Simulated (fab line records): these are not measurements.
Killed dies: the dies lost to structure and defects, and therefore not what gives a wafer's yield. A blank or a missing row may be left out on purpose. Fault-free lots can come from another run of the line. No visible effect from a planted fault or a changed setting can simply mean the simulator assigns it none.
Comparing a struck lot with a sound one | flow nand harc | 15 out of 1302 route steps
Sound: the wafers L683.1, L683.5, L683.6. Struck: wafers L701.3, L701.5, L701.6. Last of all comes the cause.
At each step with rows: each side's tool, then ch and its chambers, then its first start. Under that, the readings that differ: sound wafers | struck wafers | difference of the means | sigmas: that difference in standard deviations of wafers without a fault.
alike: words and numbers the same on both sides, and readings whose means are apart by under 2 such deviations; not compared: readings that were withheld, readings missing a value for some wafer, numbers with overlapping values and no deviation given by the record, and bounds like >300 which may hide the same value.
The two part at a step that has a row with sigmas, a row that says differs or no value, or rows on one side only. Numbers that have no deviation but don't overlap get no sigmas and don't part them. A reading that every wafer of one side lacks parts them only if that side has two wafers or more.

first, 3 steps without rows for these wafers: NHARC_A_CHANNEL_HOLE_D2_STRIP_41 (strips in N2/H2); NHARC_A_CHANNEL_HOLE_D2_STRIP_42 (strips in CF4/CHF3); NHARC_A_CHANNEL_HOLE_D2_STRIP_43 (strips in O2/COS).
NHARC_A_CHANNEL_HOLE_D2_ETCH_44: etches the open film in CF4/O2, target depth 140 nm, overetch 14 nm, time 77 s.
  sound on rie diel-07 ch 1,2,3, day 15 03:54; struck on rie diel-07 ch 1,2, day 22 06:11
  alike: drypump motor current A, oes product au, rf vpp V, showerhead plenum p Torr, throttle valve pct
  not compared: rf hours counter h
NHARC_A_CHANNEL_HOLE_D2_STRIP_28: strips in O2.
  sound on rie diel-07 ch 1,2; struck on rie diel-07 ch 1,2
  alike: drypump motor current A, oes product au, rf vpp V, showerhead plenum p Torr, throttle valve pct
  not compared: rf hours counter h
then, 2 steps without rows for these wafers: NHARC_A_CHANNEL_HOLE_D2_PRECLEAN_29 (cleans in SC1); NHARC_A_CHANNEL_HOLE_D2_SRD_30.
NHARC_A_CHANNEL_HOLE_D2_CD_MEAS_31:
  sound on cd sem-01 at day 15 04:41; struck on cd sem-01 at day 22 06:59
  alike: cd nm
NHARC_A_CHANNEL_HOLE_D2_XSEM_32:
  sound on xsem-01 ch 0, day 15 04:46; struck on xsem-01 ch 0, day 22 07:04
  alike: bot cd nm, bow nm, tilt deg
NHARC_A_CHANNEL_HOLE_D2_INSPECT_40:
  sound on defect inspect-01 at day 15 04:52; struck on defect inspect-02 at day 22 07:09
  alike: raw defect count
then, 2 steps without rows for these wafers: NHARC_A_CHANNEL_FILL_D2_PRECLEAN_00 (cleans in SC1); NHARC_A_CHANNEL_FILL_D2_SRD_01.
NHARC_A_CHANNEL_FILL_D2_ALD_02: deposits SiO2, target thk 6 nm, pulse time 10 s, ald cycles 60.
  sound on ald hk-04 ch 0,1,2, day 15 05:12; struck on ald hk-02 ch 2,3, day 22 07:20
  no value came back on the struck wafers for any of 5 readings (ald cycles, heater power outer w (W) and others); on the sound wafers ald cycles reads 60 60 60
NHARC_A_CHANNEL_FILL_D2_ALD_03: deposits SiNx, target thk 6 nm, pulse time 60 s, ald cycles 58.
  sound on ald sin batch-01 ch 0; struck on ald sin batch-02 ch 0
  reading              | sound                | struck | difference                    | sigmas
  susceptor temp C (C) | 629.71 629.48 629.67 | - - -  | no value on the struck wafers |
  alike: chamber pressure Torr, precursor pulse height rel
-- record jumps: 11 days between struck wafers' starts before vs after; left off in module A_CHANNEL_FILL_D2, resumes in module END, first step shown is number 1302 of the route --
NHARC_END_SORT_01:
  here the record holds rows for the struck wafers (prober-02 ch 0, day 33 05:27) but none for the sound ones

WHERE THEY PART
First at NHARC_A_CHANNEL_FILL_D2_ALD_02; last, within this record, at NHARC_END_SORT_01.

WHY: whatever the simulator had introduced
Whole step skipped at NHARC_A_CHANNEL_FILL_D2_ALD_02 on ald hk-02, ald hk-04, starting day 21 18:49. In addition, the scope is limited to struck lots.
